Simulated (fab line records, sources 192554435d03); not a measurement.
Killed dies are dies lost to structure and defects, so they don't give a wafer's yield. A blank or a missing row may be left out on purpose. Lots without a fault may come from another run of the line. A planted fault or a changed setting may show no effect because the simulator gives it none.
Which tool did it? | flow n5_finfet | 14 lots, 41 wafers sampled, at 7 steps of a route of 1938

WHAT THE GAUGES READ, wafer by wafer
N5_BEOL_M3_THK_MEAS_53: measures by xrf. Usual: M3_THK 39.9 nm, standard deviation 1.6.
lot  | measured     | on            | M3_THK (nm)    | flag
L646 | day 7 22:50  | film_metro-02 | 39.5 39.2 39.9 |
L647 | day 8 19:46  | film_metro-01 | 38.8 40.0 39.4 |
L648 | day 9 00:04  | film_metro-01 | 40.8 40.1      |
L649 | day 9 06:00  | film_metro-01 | 41.4 42.5 39.9 |
L650 | day 9 06:16  | film_metro-01 | 40.4 40.3 42.4 |
L651 | day 9 10:13  | film_metro-01 | 35.7 39.9 37.3 |
L654 | day 10 10:49 | film_metro-01 | 41.1 41.1 41.1 |
L656 | day 11 09:55 | film_metro-01 | 38.6 42.3 39.9 |
L660 | day 11 17:49 | film_metro-02 | 39.0 37.5 40.1 |
L663 | day 13 03:57 | film_metro-01 | 40.4 38.9 43.0 |
L662 | day 13 08:11 | film_metro-01 | 39.8 40.9 40.4 |
L664 | day 13 20:15 | film_metro-01 | 41.8 42.4 42.2 |
L666 | day 14 09:15 | film_metro-02 | 39.4 39.5 42.2 |
L669 | day 14 14:26 | film_metro-01 | 39.6 39.3 38.0 |

N5_BEOL_M4_CD_MEAS_18: pitch 36 nm, target cd 18 nm. Usual: cd_nm 18.1 nm, standard deviation 0.47.
lot  | measured     | on        | cd_nm (nm)     | flag
L646 | day 8 00:40  | cd_sem-03 | 17.9 17.1 17.5 |
L647 | day 8 21:47  | cd_sem-02 | 18.6 18.4 17.7 |
L648 | day 9 01:41  | cd_sem-02 | 18.1 17.8      |
L649 | day 9 08:03  | cd_sem-02 | 18.1 17.4 18.1 |
L650 | day 9 10:55  | cd_sem-02 | 17.7 17.6 18.1 |
L651 | day 9 12:37  | cd_sem-03 | 18.5 17.3 18.1 |
L654 | day 10 13:02 | cd_sem-02 | 18.5 17.7 18.3 |
L656 | day 11 12:22 | cd_sem-02 | 18.0 18.0 17.6 |
L660 | day 11 22:13 | cd_sem-01 | 17.4 18.4 17.8 |
L663 | day 13 05:47 | cd_sem-02 | 17.5 18.6 18.4 |
L662 | day 13 09:59 | cd_sem-02 | 17.7 19.1 19.2 |
L664 | day 14 01:42 | cd_sem-03 | - - -          | OFF
L666 | day 14 11:37 | cd_sem-03 | - - -          | OFF
L669 | day 14 17:57 | cd_sem-03 | 17.5 17.6 17.8 |

N5_BEOL_M4_RC_MEAS_101. Usual: DIBL_N 36.5 mV/V, standard deviation 2.1; DIBL_P 36.6 mV/V, standard deviation 2.6; IOFF_N 0.17 nA/um, standard deviation 0.044; IOFF_P 0.21 nA/um, standard deviation 0.048; ION_N 674 uA/um, standard deviation 17; ION_P 462 uA/um, standard deviation 9.5; SS_N 71.6 mV/dec, standard deviation 0.77; SS_P 73.5 mV/dec, standard deviation 0.72; VT_N 250 mV, standard deviation 4.2; VT_P -250 mV, standard deviation 3.9.
lot  | measured     | on        | DIBL_N (mV/V)  | DIBL_P (mV/V)  | IOFF_N (nA/um) | IOFF_P (nA/um) | ION_N (uA/um) | ION_P (uA/um) | SS_N (mV/dec)  | SS_P (mV/dec)  | VT_N (mV)   | VT_P (mV)      | flag
L646 | day 9 02:22  | prober-02 | 36.8 34.5 35.9 | 36.2 33.7 34.8 | 0.19 0.15 0.18 | 0.25 0.22 0.22 | 686 673 683   | 468 466 469   | 71.4 71.3 71.5 | 74.0 73.4 73.4 | 246 252 245 | -245 -247 -249 |
L647 | day 10 01:57 | prober-02 | 33.3 38.8 31.5 | 32.4 39.3 30.2 | 0.09 0.19 0.08 | 0.16 0.26 0.13 | 644 676 636   | 452 469 452   | 70.7 71.5 70.1 | 71.9 74.8 72.3 | 259 250 262 | -254 -247 -256 |
L648 | day 10 08:25 | prober-02 | 34.9 37.0      | 33.9 37.6      | 0.13 0.17      | 0.17 0.22      | 671 684       | 460 468       | 70.6 71.1      | 73.4 74.7      | 255 248     | -254 -252      |
L649 | day 10 11:35 | prober-02 | 37.2 40.6 39.5 | 37.7 42.3 40.8 | 0.14 0.24 0.20 | 0.20 0.28 0.25 | 667 706 685   | 462 478 465   | 71.1 72.4 72.2 | 73.0 74.4 74.3 | 253 241 248 | -253 -245 -247 |
L650 | day 10 06:04 | prober-01 | 41.7 34.2 40.5 | 40.4 32.3 40.5 | 0.31 0.13 0.29 | 0.35 0.19 0.34 | 707 678 703   | 476 467 475   | 73.8 70.7 72.2 | 74.9 72.7 74.8 | 241 251 241 | -242 -250 -243 |
L651 | day 10 20:36 | prober-02 | 34.7 36.8 32.4 | 35.1 38.1 33.0 | 0.13 0.17 0.10 | 0.16 0.21 0.15 | 675 687 657   | 459 468 460   | 70.9 71.0 70.7 | 73.1 73.9 71.7 | 255 249 254 | -254 -252 -254 |
L654 | day 11 10:42 | prober-02 | 35.6 36.0 32.7 | 36.7 35.2 32.9 | 0.16 0.15 0.11 | 0.20 0.17 0.16 | 667 651 653   | 461 445 454   | 71.5 72.3 70.0 | 73.4 73.0 73.2 | 247 253 254 | -250 -253 -254 |
L656 | day 12 06:16 | prober-01 | 37.4 37.1 35.6 | 37.5 36.5 34.6 | 0.16 0.14 0.12 | 0.22 0.21 0.18 | 680 658 665   | 464 465 464   | 71.7 72.3 71.1 | 73.9 73.2 72.7 | 251 254 255 | -249 -248 -251 |
L660 | day 12 13:56 | prober-02 | 34.3 36.0 36.1 | 33.9 37.2 37.2 | 0.12 0.16 0.15 | 0.15 0.21 0.21 | 659 688 662   | 451 466 455   | 71.0 71.6 71.7 | 73.1 73.3 74.1 | 258 249 251 | -258 -253 -253 |
L663 | day 13 11:56 | prober-01 | 37.2 33.4 35.6 | 36.8 33.5 34.8 | 0.19 0.13 0.16 | 0.27 0.20 0.23 | 692 670 662   | 484 467 469   | 72.1 70.7 71.8 | 74.2 73.6 73.9 | 245 251 249 | -244 -249 -244 |
L662 | day 14 08:44 | prober-01 | 35.4 36.4 34.7 | 36.2 38.3 35.6 | 0.16 0.19 0.14 | 0.21 0.23 0.19 | 656 682 649   | 459 465 455   | 71.1 71.7 71.7 | 74.2 74.2 73.3 | 251 247 253 | -250 -251 -250 |
L669 | day 15 13:25 | prober-01 | 34.9 37.3 35.3 | 36.2 38.6 35.4 | 0.12 0.16 0.13 | 0.17 0.21 0.16 | 664 671 666   | 459 469 453   | 71.3 71.8 71.5 | 73.3 74.0 72.8 | 257 252 255 | -256 -251 -258 |

WHICH TOOL RAN EACH LOT (tool, then ch and the chambers of the sampled wafers, then the start)
lot  | N5_BEOL_M3_SPUTTER_88        | N5_BEOL_M4_PECVD_72             | N5_BEOL_M4_HM_DEP_02         | N5_BEOL_M4_HM_OPEN_17
L646 | pvd_sputter-02, day 7 21:10  | pecvd-03 ch 0,1,2, day 7 23:20  | pvd_sputter-03, day 7 23:35  | rie_metal-02 ch 1, day 8 00:29
L647 | pvd_sputter-01, day 8 17:58  | pecvd-04 ch 0,1, day 8 20:11    | pvd_sputter-03, day 8 20:48  | rie_metal-01 ch 0,1, day 8 21:38
L648 | pvd_sputter-01, day 8 22:23  | pecvd-02 ch 0,2, day 9 00:31    | pvd_sputter-03, day 9 00:36  | rie_metal-02 ch 0,1, day 9 01:31
L649 | pvd_sputter-01, day 9 04:20  | pecvd-04 ch 0,1,2, day 9 06:26  | pvd_sputter-02, day 9 06:59  | rie_metal-02 ch 0,1, day 9 07:52
L650 | pvd_sputter-03, day 9 04:35  | pecvd-03 ch 0,1, day 9 06:58    | pvd_sputter-01, day 9 09:43  | rie_metal-02 ch 0,1, day 9 10:44
L651 | pvd_sputter-02, day 9 08:34  | pecvd-04 ch 0,1,2, day 9 10:41  | pvd_sputter-01, day 9 11:31  | rie_metal-03 ch 0, day 9 12:20
L654 | pvd_sputter-01, day 10 09:09 | pecvd-04 ch 0,2, day 10 11:17   | pvd_sputter-03, day 10 11:41 | rie_metal-03 ch 0,1, day 10 12:50
L656 | pvd_sputter-03, day 11 08:15 | pecvd-03 ch 0,1, day 11 10:21   | pvd_sputter-01, day 11 11:08 | rie_metal-02 ch 0, day 11 12:05
L660 | pvd_sputter-01, day 11 16:08 | pecvd-02 ch 0,2, day 11 18:16   | pvd_sputter-02, day 11 20:16 | rie_metal-02 ch 0,1, day 11 22:01
L663 | pvd_sputter-03, day 13 02:17 | pecvd-04 ch 1,2, day 13 04:22   | pvd_sputter-03, day 13 04:49 | rie_metal-02 ch 0,1, day 13 05:35
L662 | pvd_sputter-01, day 13 06:31 | pecvd-04 ch 0,2, day 13 08:36   | pvd_sputter-03, day 13 09:01 | rie_metal-01 ch 0,1, day 13 09:48
L664 | pvd_sputter-02, day 13 18:35 | pecvd-03 ch 1, day 13 20:41     | pvd_sputter-03, day 14 00:45 | rie_metal-02 ch 0,1, day 14 01:31
L666 | pvd_sputter-01, day 14 07:35 | pecvd-02 ch 0,2, day 14 09:44   | pvd_sputter-02, day 14 10:29 | rie_metal-01 ch 0,1, day 14 11:26
L669 | pvd_sputter-02, day 14 12:46 | pecvd-02 ch 0,1,2, day 14 14:55 | pvd_sputter-03, day 14 16:47 | rie_metal-02 ch 0, day 14 17:41
- N5_BEOL_M3_SPUTTER_88: material Cu, target thk 4.5 nm, time 8.29 s.
- N5_BEOL_M4_PECVD_72: deposits SiO2 from TEOS/O2, target thk 16 nm, time 18 s.
- N5_BEOL_M4_HM_DEP_02: deposits TiN, target thk 20 nm.
- N5_BEOL_M4_HM_OPEN_17: chemistry Cl2/BCl3, target TiN, target depth 20 nm, overetch 6 nm.

WHAT THE TOOLS THEMSELVES READ (means of the sampled wafers that have a number; where no wafer has one, the mark that the record gives instead)
N5_BEOL_M3_SPUTTER_88. Usual: throttle_valve_pct 29.6 %, standard deviation 0.88.
lot  | tool           | throttle_valve_pct (%) | flag
L646 | pvd_sputter-02 | 30.2                   |
L647 | pvd_sputter-01 | 28.8                   |
L648 | pvd_sputter-01 | 30.6                   |
L649 | pvd_sputter-01 | 29.2                   |
L650 | pvd_sputter-03 | 29.0                   |
L651 | pvd_sputter-02 | 29.7                   |
L654 | pvd_sputter-01 | 28.5                   |
L656 | pvd_sputter-03 | 28.9                   |
L660 | pvd_sputter-01 | 29.2                   |
L663 | pvd_sputter-03 | 28.8                   |
L662 | pvd_sputter-01 | 30.7                   |
L664 | pvd_sputter-02 | 29.2                   |
L666 | pvd_sputter-01 | 30.1                   |
L669 | pvd_sputter-02 | 29.1                   |

N5_BEOL_M4_PECVD_72. Usual: heater_power_w 813 W, standard deviation 99; showerhead_plenum_p_Torr 8.81 Torr, standard deviation 0.081; throttle_valve_pct 23.1 %, standard deviation 2.2.
lot  | tool     | heater_power_w (W) | showerhead_plenum_p_Torr (Torr) | throttle_valve_pct (%) | flag
L646 | pecvd-03 | 880                | 8.82                            | 23.1                   |
L647 | pecvd-04 | 693                | 8.86                            | 24.7                   |
L648 | pecvd-02 | 840                | 8.86                            | 22.1                   |
L649 | pecvd-04 | 709                | 8.80                            | 24.0                   |
L650 | pecvd-03 | 831                | 8.86                            | 22.8                   |
L651 | pecvd-04 | 704                | 8.79                            | 24.0                   |
L654 | pecvd-04 | 765                | 8.75                            | 22.3                   |
L656 | pecvd-03 | 759                | 8.85                            | 22.9                   |
L660 | pecvd-02 | 837                | 8.85                            | 20.9                   |
L663 | pecvd-04 | 792                | 8.75                            | 25.7                   |
L662 | pecvd-04 | 718                | 8.82                            | 22.7                   |
L664 | pecvd-03 | 735                | 8.85                            | 21.3                   |
L666 | pecvd-02 | 867                | 8.85                            | 21.0                   |
L669 | pecvd-02 | 870                | 8.82                            | 22.0                   |

N5_BEOL_M4_HM_DEP_02. Usual: chamber_pressure_pa 0.4997 Pa, standard deviation 0.0011; substrate_temp_c 25.01 C, standard deviation 0.11; throttle_valve_pct 29.6 %, standard deviation 0.9.
lot  | tool           | chamber_pressure_pa (Pa) | substrate_temp_c (C) | throttle_valve_pct (%) | flag
L646 | pvd_sputter-03 | 0.5005                   | 25.04                | 29.9                   |
L647 | pvd_sputter-03 | 0.5003                   | 24.99                | 29.2                   |
L648 | pvd_sputter-03 | 0.4992                   | 25.01                | 29.8                   |
L649 | pvd_sputter-02 | 0.4993                   | 25.05                | 29.3                   |
L650 | pvd_sputter-01 | 0.4989                   | 25.03                | 29.3                   |
L651 | pvd_sputter-01 | 0.5003                   | 24.91                | 29.9                   |
L654 | pvd_sputter-03 | 0.5001                   | 25.06                | 30.1                   |
L656 | pvd_sputter-01 | 0.4995                   | 24.94                | 29.9                   |
L660 | pvd_sputter-02 | 0.4996                   | 25.03                | 29.7                   |
L663 | pvd_sputter-03 | 0.4995                   | 24.96                | 29.9                   |
L662 | pvd_sputter-03 | 0.4990                   | 24.95                | 29.7                   |
L664 | pvd_sputter-03 | -                        | -                    | -                      | OFF
L666 | pvd_sputter-02 | -                        | -                    | -                      | OFF
L669 | pvd_sputter-03 | 0.4998                   | 24.94                | 29.5                   |

N5_BEOL_M4_HM_OPEN_17. Usual: bias_w 126.1 W, standard deviation 0.38; chamber_pressure_mTorr 10.002 mTorr, standard deviation 0.01; drypump_motor_current_A 5.65 A, standard deviation 0.15; mfc_ar_sccm 25.00 sccm, standard deviation 0.077; oes_ar_750_au 0.80 a.u., standard deviation 0.094; oes_product_au 0.70 a.u., standard deviation 0.073; throttle_valve_pct 22.18 %, standard deviation 0.26.
lot  | tool         | bias_w (W) | chamber_pressure_mTorr (mTorr) | drypump_motor_current_A (A) | mfc_ar_sccm (sccm) | oes_ar_750_au (a.u.) | oes_product_au (a.u.) | throttle_valve_pct (%) | flag
L646 | rie_metal-02 | 125.9      | 10.012                         | 5.36                        | 24.91              | 0.79                 | 0.71                  | 22.08                  |
L647 | rie_metal-01 | 125.9      | 9.999                          | 5.82                        | 24.98              | 0.94                 | 0.76                  | 22.41                  |
L648 | rie_metal-02 | 126.2      | 10.005                         | 5.51                        | 24.95              | 0.80                 | 0.70                  | 21.98                  |
L649 | rie_metal-02 | 125.9      | 9.997                          | 5.45                        | 24.96              | 0.79                 | 0.70                  | 22.02                  |
L650 | rie_metal-02 | 126.4      | 10.010                         | 5.54                        | 25.03              | 0.80                 | 0.70                  | 21.94                  |
L651 | rie_metal-03 | 125.6      | 9.996                          | 5.71                        | 25.17              | 0.59                 | 0.53                  | 22.63                  |
L654 | rie_metal-03 | 126.4      | 9.996                          | 5.70                        | 25.00              | 0.69                 | 0.61                  | 22.47                  |
L656 | rie_metal-02 | 125.8      | 10.013                         | 5.65                        | 25.02              | 0.80                 | 0.69                  | 21.86                  |
L660 | rie_metal-02 | 126.3      | 10.000                         | 5.56                        | 25.03              | 0.79                 | 0.69                  | 21.95                  |
L663 | rie_metal-02 | 126.1      | 10.002                         | 5.57                        | 24.98              | 0.78                 | 0.68                  | 21.96                  |
L662 | rie_metal-01 | 126.6      | 10.001                         | 5.84                        | 25.00              | 0.89                 | 0.72                  | 22.44                  |
L664 | rie_metal-02 | 126.5      | 10.005                         | 5.54                        | 25.04              | 0.78                 | 0.30                  | 22.60                  | OFF
L666 | rie_metal-01 | 126.1      | 10.000                         | 5.79                        | 24.93              | 0.88                 | 0.32                  | 23.09                  | OFF
L669 | rie_metal-02 | 125.9      | 10.009                         | 5.65                        | 25.08              | 0.78                 | 0.65                  | 21.90                  |

THE ANSWER, worked out from the rows above alone
Rule: a lot is off if the mean of its wafers that have a number lies more than 3 standard deviations from the usual mean. A lot without any number at a reading at which 4 lots or more have one is off too. The other lots that the step has rows for count as sound. The gauges are gone through in route order, then the tools' own readings, and for those a lot's mean is taken as printed above. The first step at which some lot is off is used, and at that step the reading that is off furthest; a lot without a number counts as furthest.
Off: L664, L666, at N5_BEOL_M4_CD_MEAS_18 (cd_nm). Without a number there: L664, L666.
A tool fits if, at a process step before that reading, it ran every lot that is off, and no sound lot after the first of them. The gauges at N5_BEOL_M4_CD_MEAS_18 aren't tried: what is off there is off at N5_BEOL_M4_HM_DEP_02 too, on other tools, and a gauge's error can't cause that. None of those tried fits.

WHAT THE SIMULATOR HAD PUT IN
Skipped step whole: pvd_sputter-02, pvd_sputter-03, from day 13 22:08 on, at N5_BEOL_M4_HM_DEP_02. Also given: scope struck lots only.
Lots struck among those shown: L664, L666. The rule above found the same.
